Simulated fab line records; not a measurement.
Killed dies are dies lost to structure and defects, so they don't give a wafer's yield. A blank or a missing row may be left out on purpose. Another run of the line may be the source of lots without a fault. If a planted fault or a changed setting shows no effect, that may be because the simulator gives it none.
Which tool was responsible? :: flow nandHarc :: 72 wafers from 24 lots sampled at 3 of the route's 1302 steps

## WHAT THE GAUGES SHOWED, per wafer
NHARC_P_M0_INSPECT_11. Usual: 3.9 for rawDefectCount, sd 2.4.
lot: L074
measured: day 6 02:10
on: defectInspect-02
rawDefectCount: 5 7 5
flag: 

lot: L075
measured: day 6 20:20
on: defectInspect-01
rawDefectCount: 4 2 4
flag: 

lot: L076
measured: day 7 06:07
on: defectInspect-02
rawDefectCount: 1 5 5
flag: 

lot: L077
measured: day 7 08:37
on: defectInspect-01
rawDefectCount: 2 3 2
flag: 

lot: L078
measured: day 7 14:25
on: defectInspect-01
rawDefectCount: 2 4 6
flag: 

lot: L079
measured: day 8 05:27
on: defectInspect-02
rawDefectCount: 0 2 1
flag: 

lot: L080
measured: day 8 15:58
on: defectInspect-01
rawDefectCount: 3 6 4
flag: 

lot: L081
measured: day 8 21:16
on: defectInspect-01
rawDefectCount: 5 8 3
flag: 

lot: L082
measured: day 9 08:18
on: defectInspect-02
rawDefectCount: 1 5 1
flag: 

lot: L083
measured: day 9 21:50
on: defectInspect-01
rawDefectCount: 11 5 1
flag: 

lot: L084
measured: day 10 02:10
on: defectInspect-01
rawDefectCount: 1 1 4
flag: 

lot: L085
measured: day 10 14:35
on: defectInspect-02
rawDefectCount: 5 5 6
flag: 

lot: L086
measured: day 10 23:50
on: defectInspect-01
rawDefectCount: 4 3 2
flag: 

lot: L087
measured: day 11 11:01
on: defectInspect-01
rawDefectCount: 5 3 3
flag: 

lot: L089
measured: day 12 06:36
on: defectInspect-01
rawDefectCount: 6 6 5
flag: 

lot: L088
measured: day 12 07:37
on: defectInspect-01
rawDefectCount: 6 3 4
flag: 

lot: L090
measured: day 13 04:23
on: defectInspect-01
rawDefectCount: 6 5 1
flag: 

lot: L091
measured: day 13 08:04
on: defectInspect-01
rawDefectCount: 8 2 2
flag: 

lot: L092
measured: day 13 17:10
on: defectInspect-02
rawDefectCount: 3 2 1
flag: 

lot: L094
measured: day 14 10:12
on: defectInspect-01
rawDefectCount: 3 6 5
flag: 

lot: L093
measured: day 14 11:00
on: defectInspect-01
rawDefectCount: 5 6 3
flag: 

lot: L095
measured: day 15 06:45
on: defectInspect-01
rawDefectCount: 3 5 4
flag: 

lot: L096
measured: day 15 12:04
on: defectInspect-01
rawDefectCount: 2 6 4
flag: 

lot: L097
measured: day 16 01:25
on: defectInspect-02
rawDefectCount: 3 1 6
flag: 

NHARC_P_M2_INSPECT_11. Usual: 4.5 for rawDefectCount, sd 2.6.
lot: L074
measured: day 6 10:55
on: defectInspect-01
rawDefectCount: 3 8 6
flag: 

lot: L075
measured: day 7 04:26
on: defectInspect-02
rawDefectCount: 5 6 8
flag: 

lot: L076
measured: day 7 14:04
on: defectInspect-02
rawDefectCount: 5 8 3
flag: 

lot: L077
measured: day 7 16:47
on: defectInspect-02
rawDefectCount: 5 6 13
flag: 

lot: L078
measured: day 7 23:21
on: defectInspect-02
rawDefectCount: 5 0 7
flag: 

lot: L079
measured: day 8 13:31
on: defectInspect-01
rawDefectCount: 1 3 1
flag: 

lot: L080
measured: day 9 00:25
on: defectInspect-01
rawDefectCount: 1 2 2
flag: 

lot: L081
measured: day 9 05:49
on: defectInspect-01
rawDefectCount: 6 5 3
flag: 

lot: L082
measured: day 9 16:34
on: defectInspect-01
rawDefectCount: 4 4 7
flag: 

lot: L083
measured: day 10 06:02
on: defectInspect-02
rawDefectCount: 5 3 1
flag: 

lot: L084
measured: day 10 10:40
on: defectInspect-02
rawDefectCount: 2 3 3
flag: 

lot: L085
measured: day 10 23:16
on: defectInspect-02
rawDefectCount: 6 5 10
flag: 

lot: L086
measured: day 11 08:13
on: defectInspect-02
rawDefectCount: 4 3 3
flag: 

lot: L087
measured: day 11 19:19
on: defectInspect-02
rawDefectCount: 3 1 3
flag: 

lot: L089
measured: day 12 16:02
on: defectInspect-02
rawDefectCount: 2 7 8
flag: 

lot: L088
measured: day 12 16:13
on: defectInspect-01
rawDefectCount: 2 0 6
flag: 

lot: L090
measured: day 13 12:35
on: defectInspect-02
rawDefectCount: 9 9 6
flag: 

lot: L091
measured: day 13 16:13
on: defectInspect-02
rawDefectCount: 11 3 2
flag: 

lot: L092
measured: day 14 01:58
on: defectInspect-02
rawDefectCount: 4 3 3
flag: 

lot: L094
measured: day 14 18:31
on: defectInspect-01
rawDefectCount: 4 5 4
flag: 

lot: L093
measured: day 14 19:31
on: defectInspect-01
rawDefectCount: 5 8 4
flag: 

lot: L095
measured: day 15 14:50
on: defectInspect-02
rawDefectCount: 3 3 4
flag: 

lot: L096
measured: day 15 21:12
on: defectInspect-01
rawDefectCount: 3 4 3
flag: 

lot: L097
measured: day 16 09:38
on: defectInspect-01
rawDefectCount: 5 1 9
flag: 

## WHAT TOOL EACH LOT RAN ON (gives the tool, then ch and the chambers of the sampled wafers, and finally the start)
lot: L074
NHARC_P_M1_STRIP_18: rieDiel-03 ch 0,1,2, day 6 07:10

lot: L075
NHARC_P_M1_STRIP_18: rieDiel-06 ch 1,2,3, day 7 00:44

lot: L076
NHARC_P_M1_STRIP_18: rieDiel-03 ch 1,2,3, day 7 10:32

lot: L077
NHARC_P_M1_STRIP_18: rieDiel-06 ch 0,1,3, day 7 13:04

lot: L078
NHARC_P_M1_STRIP_18: rieDiel-03 ch 0,1, day 7 19:38

lot: L079
NHARC_P_M1_STRIP_18: rieDiel-06 ch 0,2,3, day 8 09:51

lot: L080
NHARC_P_M1_STRIP_18: rieDiel-13 ch 0,1,3, day 8 20:28

lot: L081
NHARC_P_M1_STRIP_18: rieDiel-03 ch 0,1,2, day 9 02:02

lot: L082
NHARC_P_M1_STRIP_18: rieDiel-13 ch 1,2,3, day 9 12:54

lot: L083
NHARC_P_M1_STRIP_18: rieDiel-03 ch 2,3, day 10 02:19

lot: L084
NHARC_P_M1_STRIP_18: rieDiel-06 ch 1,3, day 10 06:55

lot: L085
NHARC_P_M1_STRIP_18: rieDiel-03 ch 1,2, day 10 19:09

lot: L086
NHARC_P_M1_STRIP_18: rieDiel-06 ch 0,1,3, day 11 04:23

lot: L087
NHARC_P_M1_STRIP_18: rieDiel-06 ch 0,2, day 11 15:26

lot: L089
NHARC_P_M1_STRIP_18: rieDiel-06 ch 0,1, day 12 12:28

lot: L088
NHARC_P_M1_STRIP_18: rieDiel-03 ch 0,2,3, day 12 12:30

lot: L090
NHARC_P_M1_STRIP_18: rieDiel-03 ch 0,2, day 13 09:01

lot: L091
NHARC_P_M1_STRIP_18: rieDiel-06 ch 1,2,3, day 13 12:39

lot: L092
NHARC_P_M1_STRIP_18: rieDiel-03 ch 1,3, day 13 22:11

lot: L094
NHARC_P_M1_STRIP_18: rieDiel-03 ch 1,2, day 14 14:49

lot: L093
NHARC_P_M1_STRIP_18: rieDiel-06 ch 1,3, day 14 15:38

lot: L095
NHARC_P_M1_STRIP_18: rieDiel-03 ch 1,2,3, day 15 11:11

lot: L096
NHARC_P_M1_STRIP_18: rieDiel-03 ch 1,2, day 15 17:30

lot: L097
NHARC_P_M1_STRIP_18: rieDiel-03 ch 0,1,2, day 16 05:55
- NHARC_P_M1_STRIP_18: strips in N2/H2.

## WHAT THE TOOLS THEMSELVES READ (means of the sampled wafers that have a number; where no wafer has one, the mark that the record gives instead)
NHARC_P_M1_STRIP_18. Usual: drypumpMotorCurrentA 5.7 A, standard deviation 0.4; oesProductAu 1.002 a.u., standard deviation 0.0089; rfFwdPowerW 997 W, standard deviation 3.1; rfVppV 90.6 V, standard deviation 0.96; showerheadPlenumPTorr 2.06 Torr, standard deviation 0.1; throttleValvePct 14.171 %, standard deviation 0.0094.
lot: L074
tool: rieDiel-03
drypumpMotorCurrentA (A): 5.7
oesProductAu (a.u.): 1.008
rfFwdPowerW (W): 998
rfVppV (V): 90.0
showerheadPlenumPTorr (Torr): 2.01
throttleValvePct (%): 14.171
flag: 

lot: L075
tool: rieDiel-06
drypumpMotorCurrentA (A): 5.6
oesProductAu (a.u.): 1.001
rfFwdPowerW (W): 997
rfVppV (V): 90.1
showerheadPlenumPTorr (Torr): 2.11
throttleValvePct (%): 14.167
flag: 

lot: L076
tool: rieDiel-03
drypumpMotorCurrentA (A): 6.0
oesProductAu (a.u.): 1.008
rfFwdPowerW (W): 996
rfVppV (V): 90.6
showerheadPlenumPTorr (Torr): 2.10
throttleValvePct (%): 14.166
flag: 

lot: L077
tool: rieDiel-06
drypumpMotorCurrentA (A): 5.6
oesProductAu (a.u.): 1.006
rfFwdPowerW (W): 995
rfVppV (V): 90.7
showerheadPlenumPTorr (Torr): 2.04
throttleValvePct (%): 14.175
flag: 

lot: L078
tool: rieDiel-03
drypumpMotorCurrentA (A): 5.8
oesProductAu (a.u.): 1.003
rfFwdPowerW (W): 998
rfVppV (V): 90.0
showerheadPlenumPTorr (Torr): 1.93
throttleValvePct (%): 14.171
flag: 

lot: L079
tool: rieDiel-06
drypumpMotorCurrentA (A): 5.4
oesProductAu (a.u.): 0.998
rfFwdPowerW (W): 994
rfVppV (V): 90.7
showerheadPlenumPTorr (Torr): 2.06
throttleValvePct (%): 14.176
flag: 

lot: L080
tool: rieDiel-13
drypumpMotorCurrentA (A): 5.8
oesProductAu (a.u.): 0.994
rfFwdPowerW (W): 997
rfVppV (V): 91.7
showerheadPlenumPTorr (Torr): 2.07
throttleValvePct (%): 14.172
flag: 

lot: L081
tool: rieDiel-03
drypumpMotorCurrentA (A): 5.7
oesProductAu (a.u.): 1.000
rfFwdPowerW (W): 998
rfVppV (V): 89.9
showerheadPlenumPTorr (Torr): 2.01
throttleValvePct (%): 14.170
flag: 

lot: L082
tool: rieDiel-13
drypumpMotorCurrentA (A): 5.6
oesProductAu (a.u.): 1.003
rfFwdPowerW (W): 994
rfVppV (V): 90.9
showerheadPlenumPTorr (Torr): 2.04
throttleValvePct (%): 14.176
flag: 

lot: L083
tool: rieDiel-03
drypumpMotorCurrentA (A): 6.0
oesProductAu (a.u.): 1.005
rfFwdPowerW (W): 995
rfVppV (V): 91.8
showerheadPlenumPTorr (Torr): 2.18
throttleValvePct (%): 14.174
flag: 

lot: L084
tool: rieDiel-06
drypumpMotorCurrentA (A): 5.8
oesProductAu (a.u.): 0.990
rfFwdPowerW (W): 996
rfVppV (V): 90.4
showerheadPlenumPTorr (Torr): 2.08
throttleValvePct (%): 14.170
flag: 

lot: L085
tool: rieDiel-03
drypumpMotorCurrentA (A): 5.9
oesProductAu (a.u.): 1.010
rfFwdPowerW (W): 1001
rfVppV (V): 91.0
showerheadPlenumPTorr (Torr): 2.09
throttleValvePct (%): 14.167
flag: 

lot: L086
tool: rieDiel-06
drypumpMotorCurrentA (A): 5.7
oesProductAu (a.u.): 0.995
rfFwdPowerW (W): 993
rfVppV (V): 90.5
showerheadPlenumPTorr (Torr): 2.04
throttleValvePct (%): 14.169
flag: 

lot: L087
tool: rieDiel-06
drypumpMotorCurrentA (A): 5.2
oesProductAu (a.u.): 0.993
rfFwdPowerW (W): 997
rfVppV (V): 89.5
showerheadPlenumPTorr (Torr): 2.05
throttleValvePct (%): 14.168
flag: 

lot: L089
tool: rieDiel-06
drypumpMotorCurrentA (A): 5.4
oesProductAu (a.u.): 0.998
rfFwdPowerW (W): 997
rfVppV (V): 90.7
showerheadPlenumPTorr (Torr): 2.03
throttleValvePct (%): 14.168
flag: 

lot: L088
tool: rieDiel-03
drypumpMotorCurrentA (A): 5.8
oesProductAu (a.u.): 1.002
rfFwdPowerW (W): 997
rfVppV (V): 90.2
showerheadPlenumPTorr (Torr): 2.10
throttleValvePct (%): 14.177
flag: 

lot: L090
tool: rieDiel-03
drypumpMotorCurrentA (A): 5.7
oesProductAu (a.u.): 1.009
rfFwdPowerW (W): 997
rfVppV (V): 91.2
showerheadPlenumPTorr (Torr): 2.09
throttleValvePct (%): 14.167
flag: 

lot: L091
tool: rieDiel-06
drypumpMotorCurrentA (A): 5.6
oesProductAu (a.u.): 0.999
rfFwdPowerW (W): 995
rfVppV (V): 91.4
showerheadPlenumPTorr (Torr): 2.10
throttleValvePct (%): 14.174
flag: 

lot: L092
tool: rieDiel-03
drypumpMotorCurrentA (A): 6.1
oesProductAu (a.u.): 1.005
rfFwdPowerW (W): 995
rfVppV (V): 91.1
showerheadPlenumPTorr (Torr): 2.10
throttleValvePct (%): 14.166
flag: 

lot: L094
tool: rieDiel-03
drypumpMotorCurrentA (A): 6.0
oesProductAu (a.u.): 1.011
rfFwdPowerW (W): 999
rfVppV (V): 91.1
showerheadPlenumPTorr (Torr): 2.09
throttleValvePct (%): 14.184
flag: 

lot: L093
tool: rieDiel-06
drypumpMotorCurrentA (A): 5.9
oesProductAu (a.u.): 1.002
rfFwdPowerW (W): 996
rfVppV (V): 90.3
showerheadPlenumPTorr (Torr): 2.05
throttleValvePct (%): 14.177
flag: 

lot: L095
tool: rieDiel-03
drypumpMotorCurrentA (A): 6.0
oesProductAu (a.u.): 1.009
rfFwdPowerW (W): 997
rfVppV (V): 90.5
showerheadPlenumPTorr (Torr): 2.09
throttleValvePct (%): 14.168
flag: 

lot: L096
tool: rieDiel-03
drypumpMotorCurrentA (A): 5.9
oesProductAu (a.u.): 1.008
rfFwdPowerW (W): 996
rfVppV (V): 90.7
showerheadPlenumPTorr (Torr): 2.09
throttleValvePct (%): 14.168
flag: 

lot: L097
tool: rieDiel-03
drypumpMotorCurrentA (A): 5.7
oesProductAu (a.u.): 1.005
rfFwdPowerW (W): 1000
rfVppV (V): 90.2
showerheadPlenumPTorr (Torr): 2.01
throttleValvePct (%): 14.166
flag: 

## THE ANSWER, worked out from the rows above alone
Rule: a lot counts as off when the mean over its wafers that have a number is more than 3 standard deviations away from the usual mean. A lot without any number at a reading at which 4 lots or more have one is off too. The other lots that the step has rows for count as sound. After the gauges, taken in route order, come the tools' own readings; for these a lot's mean is taken, as printed above. At the first step where some lot is off, the reading lying furthest off is the one used; lots without a number count as furthest.
No lot is off on any of the readings shown, so nothing can be concluded from this.

## WHAT HAD BEEN PUT IN BY THE SIMULATOR
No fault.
